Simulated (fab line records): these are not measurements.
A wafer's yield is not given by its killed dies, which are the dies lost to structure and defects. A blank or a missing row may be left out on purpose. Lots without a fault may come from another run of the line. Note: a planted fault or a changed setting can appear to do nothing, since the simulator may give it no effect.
Split-lot study / flow n5_finfet / on a route of 1938 steps: 7 lots, 21 wafers read

== THE SPLIT ITSELF ==
At N5_BEOL_M11_ETCH_41 (etches SiCN in CH3F/O2, target depth 42.6 nm, time 86 s), the setting time_s was moved away from the recipe's 86 s on 7 of the 21 wafers read, by -12.8% to +17.8%. All remaining wafers had this setting at the recipe value.

Reading taken at the split's own step.

== THE READING ==
etch.depth_nm (the simulator's own value, which no gauge read), in nm, at N5_BEOL_M11_ETCH_41 (etches SiCN in CH3F/O2, target depth 42.6 nm, time 86 s). No usual value for it is given in the file. Across the 14 wafers here that went through the recipe, the average is 32.51 nm and the standard deviation 0.64 nm.

wafer=L076.1; tool, chamber at the split=rie_diel-05, 0; time_s as run, s=101.3; against the recipe=+17.8%; etch.depth_nm, nm=37.61; against lot-mates on the recipe=+5.36
wafer=L076.4; tool, chamber at the split=rie_diel-05, 2; time_s as run, s=101.3; against the recipe=+17.8%; etch.depth_nm, nm=38.31; against lot-mates on the recipe=+6.06
wafer=L076.5; tool, chamber at the split=rie_diel-05, 2; time_s as run, s=86; against the recipe=recipe; etch.depth_nm, nm=32.25; against lot-mates on the recipe=-
wafer=L080.4; tool, chamber at the split=rie_diel-05, 3; time_s as run, s=86; against the recipe=recipe; etch.depth_nm, nm=31.7; against lot-mates on the recipe=-
wafer=L080.5; tool, chamber at the split=rie_diel-05, 1; time_s as run, s=86; against the recipe=recipe; etch.depth_nm, nm=31.93; against lot-mates on the recipe=-
wafer=L080.6; tool, chamber at the split=rie_diel-05, 2; time_s as run, s=86; against the recipe=recipe; etch.depth_nm, nm=32; against lot-mates on the recipe=-
wafer=L079.3; tool, chamber at the split=rie_diel-02, 3; time_s as run, s=78.43; against the recipe=-8.8%; etch.depth_nm, nm=30.18; against lot-mates on the recipe=-3.26
wafer=L079.4; tool, chamber at the split=rie_diel-02, 2; time_s as run, s=78.43; against the recipe=-8.8%; etch.depth_nm, nm=30.43; against lot-mates on the recipe=-3.01
wafer=L079.6; tool, chamber at the split=rie_diel-02, 2; time_s as run, s=86; against the recipe=recipe; etch.depth_nm, nm=33.44; against lot-mates on the recipe=-
wafer=L084.1; tool, chamber at the split=rie_diel-05, 0; time_s as run, s=101; against the recipe=+17.4%; etch.depth_nm, nm=37.44; against lot-mates on the recipe=+5.68
wafer=L084.4; tool, chamber at the split=rie_diel-05, 3; time_s as run, s=86; against the recipe=recipe; etch.depth_nm, nm=31.78; against lot-mates on the recipe=-
wafer=L084.5; tool, chamber at the split=rie_diel-05, 3; time_s as run, s=86; against the recipe=recipe; etch.depth_nm, nm=31.73; against lot-mates on the recipe=-
wafer=L090.1; tool, chamber at the split=rie_diel-06, 1; time_s as run, s=74.95; against the recipe=-12.8%; etch.depth_nm, nm=28.45; against lot-mates on the recipe=-4.57
wafer=L090.2; tool, chamber at the split=rie_diel-06, 3; time_s as run, s=74.95; against the recipe=-12.8%; etch.depth_nm, nm=28.11; against lot-mates on the recipe=-4.91
wafer=L090.4; tool, chamber at the split=rie_diel-06, 2; time_s as run, s=86; against the recipe=recipe; etch.depth_nm, nm=33.02; against lot-mates on the recipe=-
wafer=L095.1; tool, chamber at the split=rie_diel-06, 3; time_s as run, s=86; against the recipe=recipe; etch.depth_nm, nm=32.05; against lot-mates on the recipe=-
wafer=L095.2; tool, chamber at the split=rie_diel-06, 1; time_s as run, s=86; against the recipe=recipe; etch.depth_nm, nm=32.82; against lot-mates on the recipe=-
wafer=L095.4; tool, chamber at the split=rie_diel-06, 0; time_s as run, s=86; against the recipe=recipe; etch.depth_nm, nm=33.49; against lot-mates on the recipe=-
wafer=L097.1; tool, chamber at the split=rie_diel-02, 3; time_s as run, s=86; against the recipe=recipe; etch.depth_nm, nm=32.93; against lot-mates on the recipe=-
wafer=L097.5; tool, chamber at the split=rie_diel-02, 2; time_s as run, s=86; against the recipe=recipe; etch.depth_nm, nm=33.29; against lot-mates on the recipe=-
wafer=L097.6; tool, chamber at the split=rie_diel-02, 1; time_s as run, s=86; against the recipe=recipe; etch.depth_nm, nm=32.74; against lot-mates on the recipe=-

THE FIT
A straight line over all 21 wafers: etch.depth_nm changes by +0.3 nm for each +1% of time_s; r = +0.97; the points scatter about the line by 0.6 nm.
The same after taking each lot's own level away (the mean of its wafers on the recipe; 21 wafers): +0.338 nm for each +1%; r = +0.99; scatter 0.32 nm.
That fit puts the effect of the largest move of time_s on the reading at 6 nm.
From 31.755 to 33.440 nm: that is the span of the lots' own levels, equal to 2.6 times the standard deviation above.
Hence the slope depends on the lot-to-lot level, as the two fits are not the same.
Check: +6.11 nm against its lot-mates is what the line predicts for one of the wafers moved furthest among these (+17.8%) when that wafer is left out of the fit. It came out at +5.36 nm against them.

== THE FILE'S OWN FIT ==
etch.depth_nm changes by +0.335 nm for each +1% of time_s, r = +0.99.
